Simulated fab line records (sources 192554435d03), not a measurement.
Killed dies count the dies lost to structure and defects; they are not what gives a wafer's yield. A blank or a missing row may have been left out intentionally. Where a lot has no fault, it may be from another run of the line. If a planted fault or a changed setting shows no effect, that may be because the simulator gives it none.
Split-lot trial / flow n5_finfet / 7 lots, 21 wafers read, on a route of 1938 steps

== ON THE SPLIT ==
At N5_BEOL_M11_PECVD_70 (deposits SiO2 from TEOS/O2, target thk 20 nm, time 22.7 s), the setting time_s was moved away from the recipe's 22.7 s on 7 of the 21 wafers read, by -14.8% to -8.6%. All remaining wafers had this setting at the recipe value.

== FROM THE SPLIT TO THE READING: what the file shows between them, 8 steps ==
- N5_BEOL_M11_HM_DEP_02: deposits TiN, target thk 20 nm
- N5_BEOL_M11_COAT_59: time 60 s, resist thk 100 nm
- N5_BEOL_M11_STRIP_77: strips in N2/H2, time 10 s
- N5_BEOL_M11_HM_STRIP_39: strips TiN in peroxide tin strip, target depth 25 nm, time 158 s
- N5_BEOL_M11_SRD_40: time 30 s
- N5_BEOL_M11_PRECLEAN_42: cleans in residue remover, time 60 s
- N5_BEOL_M11_ECD_50: material Cu, target thk 318 nm
- N5_BEOL_M11_ANNEAL_51: time 90 s

== THE READING ==
barrier_field_endpoint_s, in s, at N5_BEOL_M11_CMP_52 (polishes, stops on SiCOH lowk, t overpolish 7 s, target thk 140 nm). Typical for fault-free wafers on this fab line: 28.6 s, with standard deviation 0.82 s.

wafer=L077.3; tool, chamber at the split=pecvd-02, 2; time_s as run, s=20.74; against the recipe=-8.6%; barrier_field_endpoint_s, s=26.4; against lot-mates on the recipe=-1.8
wafer=L077.6; tool, chamber at the split=pecvd-02, 1; time_s as run, s=22.7; against the recipe=recipe; barrier_field_endpoint_s, s=28.2; against lot-mates on the recipe=-
wafer=L077.5; tool, chamber at the split=pecvd-02, 0; time_s as run, s=20.74; against the recipe=-8.6%; barrier_field_endpoint_s, s=27.2; against lot-mates on the recipe=-1.0
wafer=L079.2; tool, chamber at the split=pecvd-03, 0; time_s as run, s=19.33; against the recipe=-14.8%; barrier_field_endpoint_s, s=23.4; against lot-mates on the recipe=-5.8
wafer=L079.4; tool, chamber at the split=pecvd-03, 0; time_s as run, s=22.7; against the recipe=recipe; barrier_field_endpoint_s, s=29.2; against lot-mates on the recipe=-
wafer=L079.1; tool, chamber at the split=pecvd-03, 1; time_s as run, s=19.33; against the recipe=-14.8%; barrier_field_endpoint_s, s=23.8; against lot-mates on the recipe=-5.4
wafer=L084.2; tool, chamber at the split=pecvd-04, 2; time_s as run, s=22.7; against the recipe=recipe; barrier_field_endpoint_s, s=29.5; against lot-mates on the recipe=-
wafer=L084.4; tool, chamber at the split=pecvd-04, 1; time_s as run, s=22.7; against the recipe=recipe; barrier_field_endpoint_s, s=28.7; against lot-mates on the recipe=-
wafer=L084.6; tool, chamber at the split=pecvd-04, 0; time_s as run, s=22.7; against the recipe=recipe; barrier_field_endpoint_s, s=28.5; against lot-mates on the recipe=-
wafer=L087.4; tool, chamber at the split=pecvd-03, 1; time_s as run, s=22.7; against the recipe=recipe; barrier_field_endpoint_s, s=30.0; against lot-mates on the recipe=-
wafer=L087.1; tool, chamber at the split=pecvd-03, 1; time_s as run, s=22.7; against the recipe=recipe; barrier_field_endpoint_s, s=29.1; against lot-mates on the recipe=-
wafer=L087.6; tool, chamber at the split=pecvd-03, 2; time_s as run, s=22.7; against the recipe=recipe; barrier_field_endpoint_s, s=29.3; against lot-mates on the recipe=-
wafer=L089.4; tool, chamber at the split=pecvd-04, 1; time_s as run, s=22.7; against the recipe=recipe; barrier_field_endpoint_s, s=28.7; against lot-mates on the recipe=-
wafer=L089.1; tool, chamber at the split=pecvd-04, 1; time_s as run, s=22.7; against the recipe=recipe; barrier_field_endpoint_s, s=28.6; against lot-mates on the recipe=-
wafer=L089.5; tool, chamber at the split=pecvd-04, 2; time_s as run, s=22.7; against the recipe=recipe; barrier_field_endpoint_s, s=29.1; against lot-mates on the recipe=-
wafer=L091.4; tool, chamber at the split=pecvd-02, 1; time_s as run, s=20.72; against the recipe=-8.7%; barrier_field_endpoint_s, s=27.3; against lot-mates on the recipe=-1.6
wafer=L091.3; tool, chamber at the split=pecvd-02, 1,2; time_s as run, s=22.7; against the recipe=recipe; barrier_field_endpoint_s, s=29.0; against lot-mates on the recipe=-
wafer=L091.6; tool, chamber at the split=pecvd-02, 1,2; time_s as run, s=22.7; against the recipe=recipe; barrier_field_endpoint_s, s=28.9; against lot-mates on the recipe=-
wafer=L097.4; tool, chamber at the split=pecvd-02, 2; time_s as run, s=19.44; against the recipe=-14.4%; barrier_field_endpoint_s, s=24.4; against lot-mates on the recipe=-3.6
wafer=L097.2; tool, chamber at the split=pecvd-02, 2; time_s as run, s=22.7; against the recipe=recipe; barrier_field_endpoint_s, s=28.0; against lot-mates on the recipe=-
wafer=L097.6; tool, chamber at the split=pecvd-02, 2; time_s as run, s=19.44; against the recipe=-14.4%; barrier_field_endpoint_s, s=24.6; against lot-mates on the recipe=-3.4
The file does not say which wafer passed through which chamber wherever a row lists several chambers: such a row stands for several wafers.

FIT RESULTS
A straight line over all 21 wafers: barrier_field_endpoint_s changes by +0.316 s for each +1% of time_s; r = +0.96; the points scatter about the line by 0.6 s.
The same after taking each lot's own level away (the mean of its wafers on the recipe; 21 wafers): +0.29 s for each +1%; r = +0.94; scatter 0.68 s.
On that fit, the largest move of time_s shifts the reading by 4.3 s.
The lots' own levels span 28.00 to 29.47 s, that is 1.8 times the standard deviation above.
The two slopes are in agreement: the lot-to-lot level therefore moves the slope only a little.
Check: for one of the wafers moved furthest among these (-14.8%), held out of the fit, the line's prediction against its lot-mates is -3.81 s. It came out at -5.8 s against them.

== OTHER SPLITS APPLIED TO THESE WAFERS ==
Other splits were also applied to these wafers ahead of the reading. Each is held against what the fit with the lots' levels taken away leaves over:
other split on the same wafers=N5_BEOL_M6_ETCH_66 bias_w; wafers away from the commonest value=8; r with barrier_field_endpoint_s (lot level and that fit taken away)=-0.40
other split on the same wafers=N5_BEOL_M6_VIA_ETCH_34 time_s; wafers away from the commonest value=7; r with barrier_field_endpoint_s (lot level and that fit taken away)=-0.03
other split on the same wafers=N5_BEOL_M7_EXPOSE_25 dose_mj; wafers away from the commonest value=11; r with barrier_field_endpoint_s (lot level and that fit taken away)=-0.01
other split on the same wafers=N5_BEOL_M7_VIA_ETCH_34 source_w; wafers away from the commonest value=10; r with barrier_field_endpoint_s (lot level and that fit taken away)=+0.41
other split on the same wafers=N5_BEOL_M8_DESCUM_16 time_s; wafers away from the commonest value=6; r with barrier_field_endpoint_s (lot level and that fit taken away)=+0.06
other split on the same wafers=N5_BEOL_M8_COAT_22 spin_rpm; wafers away from the commonest value=3; r with barrier_field_endpoint_s (lot level and that fit taken away)=+0.10
other split on the same wafers=N5_BEOL_M10_ETCH_41 source_w; wafers away from the commonest value=7; r with barrier_field_endpoint_s (lot level and that fit taken away)=-0.18

== THE WHOLE CHAIN: every reading that the file lists as answering this split, in the file's order ==
step=N5_BEOL_M11_PECVD_70; what it does=deposits SiO2 from TEOS/O2, target thk 20 nm, time 22.7 s; reading=SiO2_of_BEOL_M11_PECVD_70.thk_nm (the simulator's own value, which no gauge read); change (the file's fit)=+0.187 nm for each +1% of the setting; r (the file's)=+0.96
step=N5_BEOL_M11_HM_STRIP_39; what it does=strips TiN in peroxide tin strip, target depth 25 nm, time 158 s; reading=SiO2_of_BEOL_M11_PECVD_70.thk_nm (the simulator's own value, which no gauge read); change (the file's fit)=+0.196 nm for each +1% of the setting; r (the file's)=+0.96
step=N5_BEOL_M11_CMP_52; what it does=polishes, stops on SiCOH lowk, t overpolish 7 s, target thk 140 nm; reading=barrier_field_endpoint_s; change (the file's fit)=+0.279 s for each +1% of the setting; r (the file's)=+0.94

== THE FILE'S OWN FIT ==
barrier_field_endpoint_s changes by +0.279 s for each +1% of time_s, r = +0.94.
